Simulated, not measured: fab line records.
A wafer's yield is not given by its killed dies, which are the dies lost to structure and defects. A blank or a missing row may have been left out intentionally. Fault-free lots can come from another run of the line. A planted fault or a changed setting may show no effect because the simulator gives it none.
Comparing a struck lot with a sound one || flow n5 finfet || 37 out of 1938 route steps
Sound: the wafers L304.2, L304.3, L304.5. Struck: wafers L294.2, L294.4, L294.5. The cause is named last.
Per side, at each step with rows, come the tool, then ch with its chambers, and then its first start. Under that, the readings that differ: sound wafers || struck wafers || difference of the means || sigmas: that difference in standard deviations of wafers without a fault.
alike: readings whose means differ by less than 2 such deviations, and words and numbers that are the same on both sides. not compared: withheld readings, readings that some wafer has no value for, bounds like >300 that may hide the same value, and numbers for which the record gives no deviation and whose values overlap.
Wherever a step has rows on one side only, a row that says differs or no value, or a row with sigmas, the two part there. Numbers that don't overlap but have no deviation are shown without sigmas and don't part them. A reading that every wafer of one side lacks parts them only if that side has two wafers or more.

first, 9 steps without rows for these wafers: N5_BEOL_M4_ANNEAL_95 (time 240 s); N5_BEOL_M4_SPUTTER_96 (material Cu, target thk 4.5 nm, time 8.29 s); N5_BEOL_M4_ECD_50 (material Cu, target thk 300 nm); N5_BEOL_M4_ANNEAL_51 (time 90 s); N5_BEOL_M4_CMP_52 (polishes, stops on SiOC, t overpolish 6.8 s, target thk 40 nm); N5_BEOL_M4_PRE_CLEAN_60 (time 15 s); N5_BEOL_M4_CO_CAP_55 (material Co, precursor CCTBA/H2, target thk 2 nm, time 102.1 s); N5_BEOL_M4_PRE_CLEAN_56 (time 15 s); N5_BEOL_M4_DEP_57 (deposits SiCN from 3MS/NH3, target thk 8 nm, time 14 s).
N5_BEOL_M4_RC_MEAS_101:
  sound on prober-01 ch 0, day 13 22:35; struck on prober-02 ch 0, day 11 12:13
  alike: DIBL_N, DIBL_P, IOFF_N, IOFF_P, ION_N, ION_P, SS_N, SS_P, VT_N, VT_P
then, 24 steps without rows for these wafers: N5_BEOL_M5_ILD_DEP_00 (deposits SiCOH lowk from DEMS/porogen, target thk 140.64 nm, time 25.9 s); N5_BEOL_M5_CURE_79 (cures SiCOH lowk, time 240 s); N5_BEOL_M5_PECVD_70 (deposits SiO2 from TEOS/O2, target thk 16 nm, time 18 s); N5_BEOL_M5_HM_DEP_02 (deposits TiN, target thk 20 nm); N5_BEOL_M5_COAT_59 (time 60 s, resist thk 60 nm); N5_BEOL_M5_COAT_60 (time 60 s, resist thk 12 nm); N5_BEOL_M5_COAT_71 (time 60 s, resist thk 5 nm); N5_BEOL_M5_COAT_05 (resist thk 30 nm); N5_BEOL_M5_EBR_07; N5_BEOL_M5_SOFTBAKE_06 (time 60 s); N5_BEOL_M5_EXPOSE_08 (exposes mask M5, target cd 28 nm); N5_BEOL_M5_PEB_09 (peb time 60 s); N5_BEOL_M5_DEVELOP_10 (develop time 30 s); N5_BEOL_M5_DESCUM_16 (chemistry O2, time 7 s); N5_BEOL_M5_ETCH_72 (etches underlayer in N2/H2, target depth 6.5 nm, time 5.2 s); N5_BEOL_M5_ETCH_61 (etches SiARC in CF4, target depth 15.6 nm, time 26 s); N5_BEOL_M5_ETCH_62 (etches SOC in N2/H2, target depth 75 nm, overetch 15 nm, time 112.5 s); N5_BEOL_M5_STRIP_63 (strips in N2/H2); N5_BEOL_M5_STRIP_73 (strips in N2/H2); N5_BEOL_M5_STRIP_64 (strips in CF4); N5_BEOL_M5_HM_OPEN_17 (chemistry Cl2/BCl3, target TiN, target depth 20 nm, overetch 6 nm); N5_BEOL_M5_STRIP_19 (strips in O2); N5_BEOL_M5_COAT_65 (time 60 s, resist thk 60 nm); N5_BEOL_M5_COAT_66 (time 60 s, resist thk 12 nm).
N5_BEOL_M6_ANNEAL_51: time 90 s.
  sound on rtp anneal-01 ch 0, day 14 20:19; struck on rtp anneal-01, day 12 10:35
  no value came back on the struck wafers for anneal temp c (C), anneal temp c max, wafer_temp_C_max; on the sound wafers anneal temp c (C) reads 224.94 224.86 224.59
N5_BEOL_M6_CMP_52: polishes, stops on SiCOH lowk, t overpolish 6.9 s, target thk 80 nm.
  sound on cmp-01 ch 0,1,2, day 14 20:37; struck on cmp-04 ch 0,1, day 12 10:52
{"reading": "barrier field endpoint s (s)", "sound": "28.0 27.6 29.4", "struck": "34.4 36.6 35.1", "difference": "+7.0", "sigmas": "+8"}
{"reading": "time to endpoint s (s)", "sound": "59 60 67", "struck": "81 82 81", "difference": "+19", "sigmas": "+5"}
  alike: motor current A, overpolish run s, platen rpm, slurry flow ml min
-- a jump in the record: the struck wafers' starts before and after are 3 days apart (it breaks off in module BEOL_M6 and resumes in module PASSIVATION, where the first step shown is number 1936 of the route) --
N5_PASSIVATION_PROBE_49:
  record: rows for the struck wafers here (prober-02, day 15 19:20), none for the sound ones

== WHERE THEY PART ==
At N5_BEOL_M6_ANNEAL_51 first; at N5_PASSIVATION_PROBE_49 last (within this record only).

WHY: what had been put in by the simulator
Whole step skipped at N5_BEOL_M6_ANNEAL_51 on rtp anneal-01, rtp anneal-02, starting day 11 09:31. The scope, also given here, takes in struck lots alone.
